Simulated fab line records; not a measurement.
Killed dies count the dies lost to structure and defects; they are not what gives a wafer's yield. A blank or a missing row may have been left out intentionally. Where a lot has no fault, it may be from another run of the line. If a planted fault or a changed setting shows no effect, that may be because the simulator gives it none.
Chamber matching | flow n5-finfet | 4 sister chambers for N5_HKMG_FIN_STRIP_93 on rie-diel-05
The step strips SOC in N2/H2, time 20 s. 4 wafers are shown with their chamber, then 9 later ones without.

== WAFERS, EACH WITH ITS CHAMBER ==
wafer  | chamber | showerhead-plenum-p-Torr (Torr)
L084.1 | 0       | 3.41
L084.4 | 3       | 3.29
L085.4 | 2       | 3.49
L085.6 | 1       | 3.28

== WAFERS WITHOUT THEIR CHAMBER ==
wafer  | showerhead-plenum-p-Torr (Torr)
L089.2 | 3.48
L089.3 | 3.40
L089.5 | 3.28
L091.2 | 3.28
L091.5 | 3.40
L091.6 | 3.28
L096.2 | 3.28
L096.5 | 3.28
L096.6 | 3.48

== WHICH CHAMBER EACH ONE RAN IN ==
wafer  | from the rows above     | in truth
L089.2 | 2                       | 2
L089.3 | 0                       | 0
L089.5 | can't be placed: 1 or 3 | 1
L091.2 | can't be placed: 1 or 3 | 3
L091.5 | 0                       | 0
L091.6 | can't be placed: 1 or 3 | 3
L096.2 | can't be placed: 1 or 3 | 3
L096.5 | can't be placed: 1 or 3 | 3
L096.6 | 2                       | 2
Correct placement for 4 of the 9. Cannot be placed on the basis of these rows: 5; the candidates contain the true chamber in 5. Number placed wrongly: 0.
How it was worked out, from the rows above alone: a wafer's distance from a chamber is the root of the sum, over the readings, of the square of ((its reading less the chamber's mean) divided by the reading's scatter). If the next closest chamber is less than 2 further off than the closest, the wafer can't be placed; otherwise it belongs to the closest. Each chamber's mean is taken over the wafers shown for it. The scatter: with one shown wafer a chamber, the root of the mean of the squares of how far each hidden wafer lies from its nearest shown one.
